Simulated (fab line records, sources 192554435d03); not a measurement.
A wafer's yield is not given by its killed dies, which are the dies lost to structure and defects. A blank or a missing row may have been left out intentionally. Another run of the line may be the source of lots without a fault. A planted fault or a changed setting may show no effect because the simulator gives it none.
Split-lot study -- flow n5_finfet -- 39 wafers read from 7 lots, route of 1938 steps

== ABOUT THE SPLIT ==
At N5_FIN_SAQP_ALD_61 (deposits SiO2, target thk 4 nm, pulse time 1 s, purge time 2 s), the setting temp_c was moved away from the recipe's 300 C on 12 of the 39 wafers read, by -4.8% to +3.8%. The other wafers ran this setting at the recipe's value.

The reading comes from the split's own step.

== THE READING ==
SiO2_of_FIN_SAQP_ALD_61.thk_nm (the simulator's own value, which no gauge read), in nm, at N5_FIN_SAQP_ALD_61 (deposits SiO2, target thk 4 nm, pulse time 1 s, purge time 2 s). There is no usual value for it anywhere in the file. Average 3.990 nm, standard deviation 0.016 nm, over the 27 wafers here run with the recipe.

wafer,"tool, chamber at the split","temp_c as run, C",against the recipe,"SiO2_of_FIN_SAQP_ALD_61.thk_nm, nm",against lot-mates on the recipe
L074.1,"ald_sin-02, 0",285.7,-4.8%,4.177,+0.198
L074.2,"ald_sin-02, 1",285.7,-4.8%,4.182,+0.203
L074.3,"ald_sin-02, 2",300,recipe,3.968,-
L074.4,"ald_sin-02, 3",300,recipe,3.975,-
L074.5,"ald_sin-02, 1",300,recipe,3.995,-
L074.6,"ald_sin-02, 2",285.7,-4.8%,4.201,+0.222
L075.1,"ald_sin-01, 1,2",300,recipe,3.974,-
L075.6,"ald_sin-01, 1,2",300,recipe,3.974,-
L075.2,"ald_sin-01, 3",300,recipe,3.963,-
L075.3,"ald_sin-01, 0",300,recipe,3.986,-
L075.4,"ald_sin-01, 2",300,recipe,3.969,-
L075.5,"ald_sin-01, 3",300,recipe,3.947,-
L081.3,"ald_sin-02, 3",300,recipe,4.003,-
L081.5,"ald_sin-02, 1",300,recipe,4,-
L081.6,"ald_sin-02, 2",300,recipe,4.007,-
L085.1,"ald_sin-01, 2",300,recipe,3.994,-
L085.2,"ald_sin-01, 1",300,recipe,4.006,-
L085.3,"ald_sin-01, 0",300,recipe,4.007,-
L085.4,"ald_sin-01, 3",308.3,+2.8%,3.938,-0.064
L085.5,"ald_sin-01, 2",308.3,+2.8%,3.948,-0.054
L085.6,"ald_sin-01, 3",308.3,+2.8%,3.934,-0.068
L086.1,"ald_sin-02, 2",300,recipe,3.988,-
L086.2,"ald_sin-02, 1",307.6,+2.5%,3.954,-0.044
L086.3,"ald_sin-02, 0",307.6,+2.5%,3.97,-0.028
L086.4,"ald_sin-02, 3",300,recipe,3.999,-
L086.5,"ald_sin-02, 0",300,recipe,4.007,-
L086.6,"ald_sin-02, 1",307.6,+2.5%,3.939,-0.059
L087.1,"ald_sin-02, 0",300,recipe,3.997,-
L087.2,"ald_sin-02, 1",300,recipe,3.991,-
L087.3,"ald_sin-02, 3,0",300,recipe,4.004,-
L087.5,"ald_sin-02, 3,0",300,recipe,4.004,-
L087.4,"ald_sin-02, 2",300,recipe,3.984,-
L087.6,"ald_sin-02, 1",300,recipe,3.992,-
L092.1,"ald_sin-02, 1",300,recipe,4.006,-
L092.2,"ald_sin-02, 0",311.4,+3.8%,3.963,-0.035
L092.3,"ald_sin-02, 2",311.4,+3.8%,3.945,-0.053
L092.4,"ald_sin-02, 3",311.4,+3.8%,3.942,-0.056
L092.5,"ald_sin-02, 1",300,recipe,3.993,-
L092.6,"ald_sin-02, 2",300,recipe,3.994,-
When a row names more than one chamber, that row covers several wafers, and the file does not tell which wafer ran in which chamber.

FIT RESULTS
A straight line over all 39 wafers: SiO2_of_FIN_SAQP_ALD_61.thk_nm changes by -0.0269 nm for each +1% of temp_c; r = -0.88; the points scatter about the line by 0.029 nm.
The same after taking each lot's own level away (the mean of its wafers on the recipe; 39 wafers): -0.0295 nm for each +1%; r = -0.91; scatter 0.026 nm.
According to that fit, moving temp_c by its largest amount changes the reading by 0.14 nm.
The span of the lots' own levels, 3.9688 to 4.0033 nm, comes to 2.2 times the standard deviation stated above.
Consequently the slope shifts little with the lot-to-lot level, the two slopes agreeing.
Check: +0.144 nm against its lot-mates is what the line predicts for one of the wafers moved furthest among these (-4.8%) when that wafer is left out of the fit. Against them it came out at +0.198 nm.

== OTHER SPLITS APPLIED TO THESE WAFERS ==
Other splits were also applied to these wafers ahead of the reading. Each is held against what the fit with the lots' levels taken away leaves over:
other split on the same wafers,wafers away from the commonest value,r with SiO2_of_FIN_SAQP_ALD_61.thk_nm (lot level and that fit taken away)
N5_WELL_APT_EXPOSE_05 dose_mj,15,-0.06

== FILE'S OWN FIT ==
SiO2_of_FIN_SAQP_ALD_61.thk_nm changes by -0.0284 nm for each +1% of temp_c, r = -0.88.
